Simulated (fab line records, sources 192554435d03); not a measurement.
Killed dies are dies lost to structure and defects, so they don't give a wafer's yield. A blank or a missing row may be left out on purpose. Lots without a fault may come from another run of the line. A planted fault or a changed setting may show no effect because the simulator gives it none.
fab line records | flow n5_finfet
record lots=4 wafers=11 last_day=16
route steps=1938 shown MOL_CONTACT_COAG@623 BEOL_M0_SAQP@632 BEOL_M0@715 BEOL_M4@1111
lots that met no fault: from a run of the same line without faults
start_h: hours from the record's first day to the start of the lot's first wafer shown | wait_h: hours since the lot's step before | " the same as in the row above | L1.1+2: a row that stands for several wafers | - no value, or no start given | * or withheld: withheld | < > ~ a bound
route shown NAME@n: a module of which the file shows steps, and the number in the route of the first | usual: mean/standard deviation of fault-free wafers | same: alike in all rows | chamber/n: place in a boat | sites: the reading at each site | _std_site: their standard deviation | _edge_site: outer sites' mean less inner sites' | radius_mm: how far each site lies from the wafer's centre | mask NAME#n: copy n | behind: the tool/chamber that last shaped the wafer | hold: why the lot was held/for how many hours/how that ended | device: the transistor (n, p or np) that didn't switch | end of line: the same wafers' tests at the end of the route | a step without rows: its recipe alone | killed: dies lost to structure and defects at the first sort, not the wafer's yield | map: a wafer's dies, x killed, . not, _ none there
set.NAME: the setting as run; set.NAME@STEP: as run at that earlier step | model.NAME: the simulator's own value behind a step, which no gauge read
lots at some steps of the route; a table a step, a row a wafer
services: from which hour (start_h, from the record's first day; less than 0 if before it) a tool's chamber was out of use, for how many hours, and why
## steps
# step N5_MOL_CONTACT_COAG_PRE_CLEAN_121
# recipe gas=H2/He time_s=* temp_c=withheld
# step N5_MOL_CONTACT_COAG_CVD_140
# recipe material=W target_thk_a=665 mode=selective_fill temp_c=300 time_s=215
# step N5_MOL_CONTACT_COAG_PRECLEAN_127
# recipe chemistry=DIW time_s=57.5 temp_c=23
# step N5_MOL_CONTACT_COAG_SRD_128
# recipe dry_time_s=32 dry=n2_spin spin_rpm=1500
# step N5_MOL_CONTACT_COAG_CMP_52
# recipe stop_on=SiO2 t_overpolish_s=1.5 post_cmp_clean=w_dilute_nh4oh down_force_psi=4 platen_rpm=50.289 pad_velocity_m_s=1.0006 target_thk_nm=66.5
# step N5_MOL_CONTACT_COAG_ANNEAL_112
# recipe temp_c=400 time_s=1800 ambient=HPD2 pressure_atm=10
# step N5_BEOL_M0_SAQP_PECVD_00
# recipe material=SiCN target_thk_a=80 temp_c=withheld precursor=3MS/NH3 pressure_torr=3 rf_w=202 time_s=14
# step N5_BEOL_M0_SAQP_ILD_DEP_01
# recipe material=SiOC target_thk_a=454.19 temp_c=350 precursor=DEMS/O2 pressure_torr=5 rf_w=500 time_s=8.7
# step N5_BEOL_M0_SAQP_HM_DEP_02
# recipe material=TiN target_thk_a=120 temp_c=25 chamber_pressure_pa=0.49996
# step N5_BEOL_M0_SAQP_PECVD_03
# recipe material=SiCN target_thk_a=120 temp_c=withheld precursor=3MS/NH3 pressure_torr=3 rf_w=202 time_s=21.1
# usual run_length_s=51.4/0.42 showerhead_plenum_p_Torr=3.669/0.013 throttle_valve_pct=8.9/0.55
# columns lot.wafer tool chamber start_h wait_h run_length_s showerhead_plenum_p_Torr throttle_valve_pct model.SiCN_of_BEOL_M0_SAQP_PECVD_03.thk_nm
L211.4 pecvd-02 1 127.52 0.1 51.1 3.679 9.0 12
L211.5 " 2 " " 52.1 3.676 9.0 12
L222.1 pecvd-02 0 189.67 0.1 42.0 3.661 10.0 6.8
L222.2 " 2 " " 42.2 3.663 9.0 6.8
L222.4 " 2 " " 42.5 3.672 8.9 6.8
L223.3 pecvd-02 1 198.02 0.1 41.3 3.677 9.2 6.4
L223.4 " 2 " " 41.8 3.664 9.0 6.6
L223.6 " 0 " " 40.9 3.667 9.8 6.6
L226.4 pecvd-04 0 215.00 0.1 51.6 3.678 8.4 12
L226.5 " 2 " " 51.5 3.671 7.8 12
L226.6 " 0 " " 51.2 3.678 8.4 12.2
# step N5_BEOL_M0_SAQP_PECVD_96
# recipe material=a-Si target_thk_a=450 temp_c=350 precursor=SiH4/He pressure_torr=3 rf_w=100 time_s=45.2
# step N5_BEOL_M0_SAQP_PECVD_97
# recipe material=SiNx target_thk_a=230 temp_c=350 precursor=SiH4/NH3/N2 pressure_torr=1.5 rf_w=300 time_s=19.9
# step N5_BEOL_M0_SAQP_PECVD_04
# recipe material=a-Si target_thk_a=600 temp_c=350 precursor=SiH4/He pressure_torr=3 rf_w=100 time_s=60.2
# step N5_BEOL_M0_SAQP_HM_DEP_111
# recipe material=SiO2 target_thk_a=120 temp_c=400 precursor=SiH4/N2O pressure_torr=0.75 rf_w=275 time_s=7.2
# step N5_BEOL_M0_SAQP_COAT_81
# recipe resist=SOC temp_c=250 time_s=60 spin_rpm=1500 resist_thk_nm=100
# step N5_BEOL_M0_SAQP_COAT_82
# recipe resist=SiARC temp_c=220 time_s=60 spin_rpm=1500 resist_thk_nm=30
# step N5_BEOL_M0_SAQP_COAT_08
# recipe resist=CAR-ArF spin_rpm=1500 resist_thk_nm=90
# step N5_BEOL_M0_SAQP_EBR_10
# recipe solvent=PGMEA ebr_width_mm=1.5
# step N5_BEOL_M0_SAQP_SOFTBAKE_09
# recipe temp_c=110 time_s=60 resist=CAR-ArF
# step N5_BEOL_M0_SAQP_EXPOSE_11
# recipe mask_id=M0_CORE na=1.35 source_shape=dipole sigma_inner=0.538 sigma_outer=0.738 polarization=te target_cd_nm=42 dose_mj=55
# step N5_BEOL_M0_SAQP_PEB_12
# recipe peb_temp_c=withheld peb_time_s=60 resist=CAR-ArF
# step N5_BEOL_M0_SAQP_DEVELOP_13
# recipe develop_time_s=30 developer=TMAH resist=CAR-ArF dev_temp_c=23 rinse_liquid=diw dry=air_spin
# step N5_BEOL_M0_SAQP_DESCUM_19
# recipe chemistry=O2 time_s=7.9 source_power_w=50 bias_power_w=20 pressure_mtorr=20 rf_frequency_hz=2.712e+07 temp_c=40 resist=CAR-ArF o2_flow_sccm=225
# step N5_BEOL_M0_SAQP_ETCH_83
# recipe chemistry=CF4 target=SiARC target_depth_a=390 mask_material=CAR-ArF time_s=65 ion_energy_ev=80 pressure_mtorr=40 source_w=545 bias_w=36 Ar_flow_sccm=100 cf4_flow_sccm=100 ends=cleared
# step N5_BEOL_M0_SAQP_ETCH_84
# recipe chemistry=N2/H2 target=SOC target_depth_a=1000 overetch_a=200 mask_material=SiARC temp_c=40 time_s=150 ion_energy_ev=200 pressure_mtorr=30 source_w=840 bias_w=150 n2_flow_sccm=200 h2_flow_sccm=200
# step N5_BEOL_M0_SAQP_STRIP_80
# recipe chemistry=N2/H2 temp_c=40 n2_flow_sccm=200 h2_flow_sccm=200 rf_frequency_hz=6e+07
# step N5_BEOL_M0_SAQP_HM_OPEN_112
# recipe chemistry=CHF3/O2 target=SiO2 stop_on=a-Si target_depth_a=120 over_etch_frac=1.25 mask_material=SOC time_s=13.5 pressure_mtorr=30 source_w=650 bias_w=170 Ar_flow_sccm=200 CHF3_flow_sccm=50 O2_flow_sccm=5 ion_energy_ev=200 ends=end_point
# step N5_BEOL_M0_SAQP_STRIP_113
# recipe chemistry=CHF3/O2 resist=SiARC rf_frequency_hz=6e+07
# step N5_BEOL_M0_SAQP_MANDREL_ETCH_20
# recipe target_depth_a=600 chemistry=HBr/Cl2 target=a-Si stop_on=SiNx bt_time_s=10 mask_material=SOC over_etch_frac=0.5 time_s=30 pressure_mtorr=10 icp_w=800 bias_w=75 HBr_flow_sccm=150 Cl2_flow_sccm=80 ends=end_point
# step N5_BEOL_M0_SAQP_STRIP_86
# recipe chemistry=N2/H2 power_w=500 temp_c=40 pressure_mtorr=50 rf_frequency_hz=6e+07 overash_fraction=0.3 bias_power_w=28 h2_frac=0.5 n2_flow_sccm=300 h2_flow_sccm=300
# step N5_BEOL_M0_SAQP_STRIP_115
# recipe chemistry=post_etch_residue_remover time_s=60 temp_c=25 remover_ph=withheld remover_water_wt_pct=withheld remover_fluoride_wt_pct=withheld
# step N5_BEOL_M0_SAQP_SRD_93
# recipe dry=ipa_marangoni time_s=30 temp_c=23 rinse_liquid=diw
# step N5_BEOL_M0_SAQP_RECESS_114
# recipe chemistry=HF/NH3 target=SiO2 target_depth_a=144 afs_cycles=3 temp_c=30 sublimation_temp_c=180 sublimation_time_s=60
# step N5_BEOL_M0_SAQP_SPACER1_ALD_98
# recipe material=SiO2 target_thk_a=128 temp_c=300 ald_precursor_family=BDEAS ald_co_reactant=O2-plasma pulse_time_s=1 purge_time_s=2 co_reactant_purge_time_s=2 ald_cycles=138 pressure_torr=2
# step N5_BEOL_M0_SAQP_SPACER1_ETCHBACK_99
# recipe chemistry=CHF3/O2 mode=anisotropic_etchback target=SiO2 target_depth_a=154 time_s=7.7 pressure_mtorr=30 source_w=650 bias_w=170 Ar_flow_sccm=200 CHF3_flow_sccm=50 O2_flow_sccm=5 ion_energy_ev=200
# step N5_BEOL_M0_SAQP_RECESS_109
# recipe chemistry=HF/NH3 target=SiO2 target_depth_a=30 afs_cycles=1 temp_c=30 sublimation_temp_c=180 sublimation_time_s=60
# usual drypump_motor_current_A=5.69/0.085 foreline_p_Torr=0.1280/0.00035
# columns lot.wafer tool chamber start_h wait_h drypump_motor_current_A foreline_p_Torr model.SiCN_of_BEOL_M0_SAQP_PECVD_03.thk_nm
L211.4 vapor_etch-02 1 131.08 0.1 5.70 0.1282 8.6
L211.5 " 0 " " 5.58 0.1278 8.6
L222.1 vapor_etch-02 0 193.37 0.2 5.60 0.1284 3.2
L222.2 " 1 " " 5.70 0.1286 3.2
L222.4 " 0 " " 5.57 0.1284 3.2
L223.3 vapor_etch-02 0 201.54 0.1 5.57 0.1279 2.8
L223.4 " 1 " " 5.74 0.1285 3.2
L223.6 " 0 " " 5.58 0.1285 3
L226.4 vapor_etch-02 0 218.33 0.1 5.59 0.1279 8.4
L226.5 " 0 " " 5.58 0.1281 8.4
L226.6 " 1 " " 5.73 0.1281 8.6
# step N5_BEOL_M0_ETCH_138
# recipe chemistry=CH3F/O2 target_depth_a=120 target=SiCN time_s=31.6 ion_energy_ev=120 pressure_mtorr=30 source_w=395 bias_w=75 Ar_flow_sccm=150 CH3F_flow_sccm=30 O2_flow_sccm=20 ends=cleared
# usual drypump_motor_current_A=5.8/0.42 etch_rf_on_time_s=29.2/1.1 mfc_ar_sccm=150.0/0.51 oes_product_au=0.67/0.076 rf_vpp_V=298.1/1.3 showerhead_plenum_p_Torr=2.04/0.052 throttle_valve_pct=16.26/0.24
# columns lot.wafer tool chamber start_h wait_h drypump_motor_current_A etch_rf_on_time_s mfc_ar_sccm oes_product_au rf_hours_counter_h rf_vpp_V showerhead_plenum_p_Torr throttle_valve_pct model.etch.depth_nm
L211.4 rie_diel-06 1 133.91 0.0 6.1 30.3 151.0 0.59 210 296.5 1.99 16.39 8.535
L211.5 " 0 " " 5.7 29.5 150.6 0.67 - 297.1 2.02 16.12 8.529
L222.1 rie_diel-05 2 196.44 0.0 6.3 31.2 150.0 0.69 105 300.0 2.12 16.30 9.231
L222.2 " 3 " " 5.6 31.7 150.4 0.77 17 300.3 2.11 15.96 9.231
L222.4 " 2 " " 6.3 31.3 150.1 0.69 - 298.9 2.12 16.34 9.231
L223.3 rie_diel-05 1 205.63 0.0 5.2 30.9 151.0 0.86 3 298.9 2.05 16.09 9.231
L223.4 " 0 " " 6.1 31.4 149.6 0.63 204 299.2 2.06 16.18 9.231
L223.6 " 2 " " 6.3 31.3 149.4 0.70 - 299.0 2.12 16.30 9.231
L226.4 rie_diel-05 1 221.73 0.0 5.2 27.6 149.3 0.85 8 297.4 2.05 16.10 8.359
L226.5 " 2 " " 6.4 28.0 149.7 0.68 - 298.3 2.11 16.34 8.311
L226.6 " 1 " " 5.2 28.7 149.4 0.85 - 298.5 2.05 16.09 8.635
# step N5_BEOL_M0_ETCH_128
# recipe chemistry=CF4/N2 target_depth_a=120 overetch_a=51 target=SiCN time_s=21.4 ion_energy_ev=150 pressure_mtorr=40 source_w=430 bias_w=70 Ar_flow_sccm=100 cf4_flow_sccm=60 n2_flow_sccm=60
# usual drypump_motor_current_A=5.7/0.43 mfc_ar_sccm=99.95/0.26 oes_product_au=0.54/0.06 rf_vpp_V=383.3/1.6 showerhead_plenum_p_Torr=2.25/0.056 throttle_valve_pct=15.40/0.24
# columns lot.wafer tool chamber start_h wait_h drypump_motor_current_A mfc_ar_sccm oes_product_au rf_hours_counter_h rf_vpp_V showerhead_plenum_p_Torr throttle_valve_pct model.etch.depth_nm
L211.4 rie_diel-06 0 134.81 0.0 5.7 99.72 0.54 115 382.2 2.22 15.23 8.535
L211.5 " 1 " " 6.1 99.66 0.49 - 382.2 2.19 15.47 8.529
L222.1 rie_diel-04 0 197.20 0.3 5.9 100.29 0.46 19 380.6 2.16 15.11 3.299
L222.2 " 3 " " 5.4 100.26 0.47 9 381.4 2.17 15.15 3.295
L222.4 " 2 " " 4.8 99.54 0.33 245 383.5 2.26 15.82 3.248
L223.3 rie_diel-06 2 206.83 0.0 6.1 100.19 0.36 177 384.1 2.29 15.09 2.783
L223.4 " 0 " " 5.7 100.09 0.37 142 382.0 2.21 15.28 3.15
L223.6 " 0 " " 5.7 99.84 0.37 - 381.1 2.21 15.30 3.095
L226.4 rie_diel-05 0 222.53 0.3 6.1 99.61 0.49 210 383.8 2.28 15.38 8.359
L226.5 " 3 " " 5.6 100.11 0.60 - 385.4 2.34 15.19 8.311
L226.6 " 0 " " 6.1 99.86 0.51 - 382.7 2.28 15.40 8.635
# step N5_BEOL_M4_RC_MEAS_101
# usual DIBL_N=37.5/2 DIBL_P=37.5/2.5 IOFF_N=0.18/0.042 IOFF_P=0.24/0.046 ION_N=677/15 ION_P=464/9.5 SS_N=72.0/0.76 SS_P=73.6/0.79 VT_N=249/3.5 VT_P=-249/3.2
# columns lot.wafer tool chamber start_h wait_h DIBL_N[mV/V] DIBL_P[mV/V] IOFF_N[nA/um] IOFF_P[nA/um] ION_N[uA/um] ION_P[uA/um] SS_N[mV/dec] SS_P[mV/dec] VT_N[mV] VT_P[mV]
L211.4 prober-01 0 181.62 0.5 36.7 37.3 0.16 0.19 664 450 72.0 73.3 253 -253
L211.5 " 0 " " 36.8 36.0 0.19 0.18 656 448 73.0 73.4 250 -256
L222.1 prober-02 0 244.72 0.0 34.6 33.6 0.13 0.18 667 455 71.9 73.6 254 -251
L222.2 " 0 " " 34.9 34.2 0.15 0.21 657 455 71.8 72.4 249 -248
L222.4 " 0 " " 38.6 39.3 0.22 0.29 695 473 72.4 74.2 245 -244
L223.3 prober-01 0 248.52 0.3 39.5 39.5 0.21 0.27 694 472 72.1 73.6 245 -245
L223.4 " 0 " " 35.8 34.5 0.14 0.19 670 461 71.5 73.6 251 -251
L223.6 " 0 " " 39.7 40.4 0.23 0.30 692 472 71.9 74.5 245 -247
L226.4 prober-01 0 274.13 0.5 40.1 39.0 0.21 0.26 674 465 72.5 73.9 246 -244
L226.5 " 0 " " 40.2 38.9 0.20 0.27 671 464 72.6 74.6 248 -246
L226.6 " 0 " " 38.5 38.0 0.18 0.27 680 470 72.1 73.4 248 -247
## services
# columns tool chamber start_h hours kind
pecvd-04 - 105.09 5.5 pm
rie_diel-04 0 110.81 - clean
rie_diel-04 0 110.81 - consumable_replace:focus_ring
rie_diel-04 0 110.81 37.8 scheduled_down
rie_diel-04 0 110.81 37.8 vent_cycle
rie_diel-05 3 131.35 - clean
rie_diel-05 3 131.35 - consumable_replace:focus_ring
rie_diel-05 3 131.35 - consumable_replace:showerhead
rie_diel-05 3 131.35 13.3 scheduled_down
rie_diel-05 3 131.35 13.3 vent_cycle
pecvd-04 - 137.74 1.3 repair
pecvd-04 2 140.57 11.5 repair
pecvd-02 2 142.43 2.1 scheduled_down
rie_diel-04 3 148.63 - clean
rie_diel-04 3 148.63 - consumable_replace:focus_ring
pecvd-02 1 152.91 1.9 repair
rie_diel-05 1 178.48 - clean
rie_diel-05 1 178.48 - consumable_replace:focus_ring
rie_diel-05 1 178.48 18.8 scheduled_down
rie_diel-05 1 178.48 18.8 vent_cycle
pecvd-04 - 180.14 0.9 repair
rie_diel-06 0 207.22 4.4 repair
pecvd-04 1 209.48 10.2 repair
rie_diel-04 2 217.90 5.7 repair
## key
first_sign step=N5_BEOL_M0_SAQP_PECVD_03 reading=run_length_s direction=down sigmas=23 usual=* struck=*
effect none on later readings
model_effect step=N5_BEOL_M0_SAQP_PECVD_03 value=SiCN_of_BEOL_M0_SAQP_PECVD_03.thk_nm without=12.23 struck=6.667
model_effect step=N5_BEOL_M0_SAQP_RECESS_109 value=SiCN_of_BEOL_M0_SAQP_PECVD_03.thk_nm without=8.733 struck=3.1
model_effect step=N5_BEOL_M0_ETCH_138 value=etch.depth_nm without=8.719 struck=9.231
model_effect step=N5_BEOL_M0_ETCH_128 value=etch.depth_nm without=8.719 struck=3.145
met_at N5_BEOL_M0_SAQP_PECVD_03
struck_wafers L222.1,L222.2,L222.4,L223.3,L223.4,L223.6
onset_between 127.52 189.67
fault kind=process_parameter_drift tool=pecvd-02 chamber=- onset_h=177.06 steps=N5_BEOL_M0_SAQP_PECVD_03 channel=time_s offset=* shape=step end_h=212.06 acts_in=* stated=*
